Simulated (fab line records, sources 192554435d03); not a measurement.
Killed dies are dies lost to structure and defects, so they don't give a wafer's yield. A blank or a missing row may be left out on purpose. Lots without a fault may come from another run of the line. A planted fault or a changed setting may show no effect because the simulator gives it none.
Chamber matching | flow n5_finfet | N5_BEOL_M9_ILD_DEP_00 on pecvd-03: 3 sister chambers
The step deposits SiCOH lowk from DEMS/porogen, target thk 308.51 nm, time 58 s. 3 wafers are shown with their chamber, then 8 later ones without.

WAFERS WITH THEIR CHAMBER
wafer  | chamber | showerhead_vpp_V (V)
L088.3 | 0       | 1347
L088.4 | 1       | 1542
L087.3 | 2       | 1246

WAFERS WITHOUT THEIR CHAMBER
wafer  | showerhead_vpp_V (V)
L087.5 | 1328
L087.6 | 1545
L093.1 | 1363
L093.2 | 1287
L093.4 | 1543
L094.2 | 1534
L094.4 | 1343
L094.6 | 1544

WHICH CHAMBER EACH WENT THROUGH
wafer  | from the rows above     | in truth
L087.5 | 0                       | 0
L087.6 | 1                       | 1
L093.1 | 0                       | 0
L093.2 | can't be placed: 2 or 0 | 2
L093.4 | 1                       | 1
L094.2 | 1                       | 1
L094.4 | 0                       | 0
L094.6 | 1                       | 1
Placed correctly: 7 of 8. Can't be placed from these rows: 1 (the true chamber is among the candidates in 1). Placed wrongly: 0.
How it was worked out, from the rows above alone: a wafer's distance from a chamber is the root of the sum, over the readings, of the square of ((its reading less the chamber's mean) divided by the reading's scatter). The wafer belongs to the nearest chamber; if the next one is less than 2 further off, it can't be placed. A chamber's mean is the mean of its shown wafers. The scatter: with one shown wafer a chamber, the root of the mean of the squares of how far each hidden wafer lies from its nearest shown one.
